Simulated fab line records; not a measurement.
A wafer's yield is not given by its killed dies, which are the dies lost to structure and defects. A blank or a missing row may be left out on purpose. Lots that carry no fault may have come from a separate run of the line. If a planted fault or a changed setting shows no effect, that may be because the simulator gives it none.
Check for tools in common | flow nand-harc | Lots sampled 8, wafers sampled 22

WHY THIS WAS OPENED
On 2 of the 8 lots, a flag is raised at NHARC_END_SORT_01 on the reading killed-dies. Wafers without a fault read 32, standard deviation 11.
Rule: a lot gets a flag if all its wafers with a number sit over 4 standard deviations from that mean, or if no wafer of it has a number. The rest of the lots are taken to be sound.

lot  | measured     | on        | killed-dies, wafer by wafer | flag
L723 | day 19 12:32 | prober-02 | 31 21 19                    |
L725 | day 19 22:02 | prober-02 | 21 22 33                    |
L724 | day 20 04:19 | prober-02 | 16 20 18                    |
L729 | day 21 09:24 | prober-02 | 105 143 129                 | FLAGGED
L736 | day 22 03:44 | prober-01 | 109 89 109                  | FLAGGED
L737 | day 22 09:38 | prober-02 | 46 50 39                    |
L742 | day 23 21:43 | prober-02 | 29 25 32                    |
L744 | day 24 08:23 | prober-01 | 30                          |
Average over the flagged lots: 114; offset from the usual +82, equal to +7 standard deviations.

LOT BY LOT: THE TOOL USED
The record holds 3 process steps before the reading, out of a route of 1159 steps. In each cell: the tool, then ch and the chambers that the sampled wafers went through, then the start.
lot  | flag    | NHARC_A_BLC_ETCH_17                | NHARC_THIN_TSV_DESCUM_14           | NHARC_THIN_TSV_DEGAS_53
L723 |         | rie-diel-01 ch 0,2,3, day 17 08:38 | rie-diel-12 ch 0,2,3, day 18 21:03 | pvd-sputter-02, day 19 01:41
L725 |         | rie-diel-01 ch 0,1,2, day 17 18:18 | rie-diel-11 ch 0,1,2, day 18 23:31 | pvd-sputter-03, day 19 04:15
L724 |         | rie-diel-13 ch 1,2,3, day 17 15:16 | rie-diel-12 ch 0,1,2, day 19 02:10 | pvd-sputter-01, day 19 06:56
L729 | FLAGGED | rie-diel-13 ch 0,2,3, day 19 14:25 | rie-diel-12 ch 0,2,3, day 20 20:16 | pvd-sputter-01, day 21 00:53
L736 | FLAGGED | rie-diel-13 ch 0,2,3, day 20 06:23 | rie-diel-12 ch 0,2,3, day 21 07:00 | pvd-sputter-01, day 21 11:38
L737 |         | rie-diel-01 ch 0,1,2, day 20 12:01 | rie-diel-13 ch 0,1,2, day 21 18:03 | pvd-sputter-02, day 21 22:41
L742 |         | rie-diel-01 ch 1,3, day 21 21:26   | rie-diel-13 ch 1,2,3, day 23 06:49 | pvd-sputter-02, day 23 11:26
L744 |         | rie-diel-01 ch 0,1,3, day 22 09:07 | rie-diel-12 ch 0,1,3, day 23 15:13 | pvd-sputter-01, day 23 20:36
What is done by these steps:
- NHARC_A_BLC_ETCH_17: etches the open film in N2/H2, target depth 390 nm, time 609.38 s.
- NHARC_THIN_TSV_DESCUM_14: chemistry O2, time 3 s.
- NHARC_THIN_TSV_DEGAS_53: time 60 s.
- NHARC_END_SORT_01

FLAGGED OVER TOTAL, TOOL BY TOOL (the gauges that took the reading come last)
step                     | tool           | lots run | flagged | share of the flagged lots | sound lots run after its first flagged lot
NHARC_A_BLC_ETCH_17      | rie-diel-01    | 5        | 0       | none                      | -
NHARC_A_BLC_ETCH_17      | rie-diel-13    | 3        | 2       | all                       | 0
NHARC_THIN_TSV_DESCUM_14 | rie-diel-11    | 1        | 0       | none                      | -
NHARC_THIN_TSV_DESCUM_14 | rie-diel-12    | 5        | 2       | all                       | 1 (L744)
NHARC_THIN_TSV_DESCUM_14 | rie-diel-13    | 2        | 0       | none                      | -
NHARC_THIN_TSV_DEGAS_53  | pvd-sputter-01 | 4        | 2       | all                       | 1 (L744)
NHARC_THIN_TSV_DEGAS_53  | pvd-sputter-02 | 3        | 0       | none                      | -
NHARC_THIN_TSV_DEGAS_53  | pvd-sputter-03 | 1        | 0       | none                      | -
NHARC_END_SORT_01        | prober-01      | 2        | 1       | some                      | 1 (L744)
NHARC_END_SORT_01        | prober-02      | 6        | 1       | some                      | 2 (L737,L742)

THE TABLE: WHAT IT ALLOWS
In the table, 3 rows ran each flagged lot (rie-diel-13 at NHARC_A_BLC_ETCH_17; rie-diel-12 at NHARC_THIN_TSV_DESCUM_14; pvd-sputter-01 at NHARC_THIN_TSV_DEGAS_53).
- rie-diel-13 at NHARC_A_BLC_ETCH_17: 2 of its 3 lots flagged. Last sound lot L724 at day 17 15:16, first flagged lot L729 at day 19 14:25; a fault beginning in between fits.
- rie-diel-12 at NHARC_THIN_TSV_DESCUM_14: 2 of its 5 lots flagged. Lots that were sound ran on it after the first flagged one (L744); a persistent fault on the entire tool would not allow that.
- pvd-sputter-01 at NHARC_THIN_TSV_DEGAS_53: 2 of its 4 lots flagged. Lots that were sound ran on it after the first flagged one (L744); a persistent fault on the entire tool would not allow that.
One tool is left: rie-diel-13 at NHARC_A_BLC_ETCH_17.

WHAT THE SIMULATOR PUT IN
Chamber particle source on rie-diel-13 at NHARC_A_BLC_ETCH_17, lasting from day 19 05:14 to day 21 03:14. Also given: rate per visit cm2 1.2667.
Lots struck among those shown: L729, L736. The same result came from the rule above.
